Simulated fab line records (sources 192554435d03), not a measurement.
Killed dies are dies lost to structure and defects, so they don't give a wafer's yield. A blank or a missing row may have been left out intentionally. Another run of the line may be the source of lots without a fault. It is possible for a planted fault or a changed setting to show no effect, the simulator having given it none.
Matching of chambers | flow n5-finfet | 4 sister chambers for N5_BEOL_M9_CMP_52 on cmp-04
The step polishes, stops on SiCOH lowk, t overpolish 7 s, target thk 140 nm. 8 wafers are shown with their chamber, then 10 later ones without.

WAFERS WITH THEIR CHAMBER
wafer  | chamber | motor-current-A (A) | time-to-endpoint-s (s)
L083.5 | 0       | 6.0                 | 68
L083.6 | 3       | 6.0                 | 72
L084.3 | 3       | 6.1                 | 66
L084.6 | 0       | 6.0                 | 66
L086.2 | 2       | 6.5                 | 62
L086.5 | 2       | 6.4                 | 61
L090.2 | 1       | 6.7                 | 72
L090.5 | 1       | 6.4                 | 72

WAFERS MISSING THEIR CHAMBER
wafer  | motor-current-A (A) | time-to-endpoint-s (s)
L090.6 | 6.4                 | 58
L093.3 | 6.4                 | 55
L093.5 | 5.8                 | 65
L093.6 | 6.7                 | 58
L094.1 | 6.7                 | 62
L094.3 | 6.0                 | 68
L094.5 | 6.0                 | 65
L095.3 | 6.4                 | 71
L095.4 | 5.7                 | 68
L095.5 | 6.4                 | 71

THE CHAMBER EACH PASSED THROUGH
wafer  | from the rows above     | in truth
L090.6 | 2                       | 2
L093.3 | 2                       | 2
L093.5 | can't be placed: 0 or 3 | 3
L093.6 | 2                       | 2
L094.1 | 2                       | 2
L094.3 | can't be placed: 0 or 3 | 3
L094.5 | can't be placed: 0 or 3 | 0
L095.3 | can't be placed: 1 or 3 | 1
L095.4 | can't be placed: 0 or 3 | 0
L095.5 | can't be placed: 1 or 3 | 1
Placed correctly: 4 of 10. Not placeable from these rows: 6 (in 6, the candidates include the true chamber). 0 placed wrongly.
How it was worked out, from the rows above alone: a wafer's distance from a chamber is the root of the sum, over the readings, of the square of ((its reading less the chamber's mean) divided by the reading's scatter). The wafer belongs to the nearest chamber; if the next one is less than 2 further off, it can't be placed. Each chamber's mean is taken over the wafers shown for it. The scatter: the root of (the sum of the squares of (reading less its chamber's mean) over the shown wafers, divided by (wafers less chambers)).
